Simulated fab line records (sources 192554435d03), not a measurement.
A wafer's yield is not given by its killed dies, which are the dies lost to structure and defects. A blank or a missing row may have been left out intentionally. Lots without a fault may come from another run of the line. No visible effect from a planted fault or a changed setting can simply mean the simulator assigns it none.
Chamber matching -- flow n5-finfet -- ald-metal-03 running N5_HKMG_FIN_NWFM_ALD_20: 4 sister chambers
The step deposits TiAlC, target thk 2 nm, pulse time 3 s, purge time 2 s. 4 wafers are shown with their chamber, then 6 later ones without.

## WAFERS, EACH WITH ITS CHAMBER
wafer,chamber,heater-power-w (W)
L179.3,1,523
L179.4,3,530
L184.1,0,417
L184.2,2,490

## WAFERS WHOSE CHAMBER IS MISSING
wafer,heater-power-w (W)
L184.3,518
L186.1,432
L186.3,515
L189.2,531
L189.4,422
L189.6,506

## WHICH CHAMBER EACH ONE RAN IN
wafer,from the rows above,in truth
L184.3,can't be placed: 1 or 3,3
L186.1,0,0
L186.3,can't be placed: 1 or 3 or 2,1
L189.2,can't be placed: 3 or 1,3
L189.4,0,0
L189.6,can't be placed: 2 or 1 or 3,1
Correctly placed: 2 of 6. Not placeable from these rows: 4 (in 4, the candidates include the true chamber). Number placed wrongly: 0.
How it was worked out, from the rows above alone: a wafer's distance from a chamber is the root of the sum, over the readings, of the square of ((its reading less the chamber's mean) divided by the reading's scatter). The wafer belongs to the nearest chamber; if the next one is less than 2 further off, it can't be placed. For every chamber, the mean is computed from those of its wafers that are shown. The scatter (one wafer shown for each chamber): square how far every hidden wafer sits from the nearest shown wafer, average those squares and take the square root.
